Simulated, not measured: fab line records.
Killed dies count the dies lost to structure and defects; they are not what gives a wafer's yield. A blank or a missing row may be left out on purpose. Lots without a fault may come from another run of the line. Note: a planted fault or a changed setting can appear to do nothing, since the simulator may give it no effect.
Chamber matching	flow nand harc	NHARC_A_CHANNEL_FILL_D1_ALD_25 on ald hk-04: 4 sister chambers
The step deposits SiOx, target thk 60 nm, pulse time 10 s, ald cycles 600. 4 wafers are shown with their chamber, then 11 later ones without.

== WAFERS PAIRED WITH THEIR CHAMBERS ==
wafer	chamber	heater power w (W)
L080.4	0	471
L086.1	2	473
L086.3	3	458
L091.4	1	420

== WAFERS WHOSE CHAMBER IS MISSING ==
wafer	heater power w (W)
L091.5	482
L091.6	405
L093.1	468
L093.3	492
L093.4	491
L096.1	405
L096.2	477
L096.3	457
L097.1	492
L097.3	421
L097.4	472

== WHICH CHAMBER EACH WENT THROUGH ==
wafer	from the rows above	in truth
L091.5	can't be placed: 2 or 0 or 3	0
L091.6	1	1
L093.1	can't be placed: 0 or 2 or 3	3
L093.3	can't be placed: 2 or 0 or 3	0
L093.4	can't be placed: 2 or 0 or 3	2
L096.1	1	1
L096.2	can't be placed: 2 or 0 or 3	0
L096.3	can't be placed: 3 or 0 or 2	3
L097.1	can't be placed: 2 or 0 or 3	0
L097.3	1	1
L097.4	can't be placed: 0 or 2 or 3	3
Placed correctly: 3 of 11. Not placeable from these rows: 8 (in 8, the candidates include the true chamber). Number placed wrongly: 0.
How it was worked out, from the rows above alone: a wafer's distance from a chamber is the root of the sum, over the readings, of the square of ((its reading less the chamber's mean) divided by the reading's scatter). If the next closest chamber is less than 2 further off than the closest, the wafer can't be placed; otherwise it belongs to the closest. A chamber's mean is the mean of its shown wafers. The scatter: root of mean squared gap, hidden wafer to nearest shown wafer, with one shown wafer a chamber.
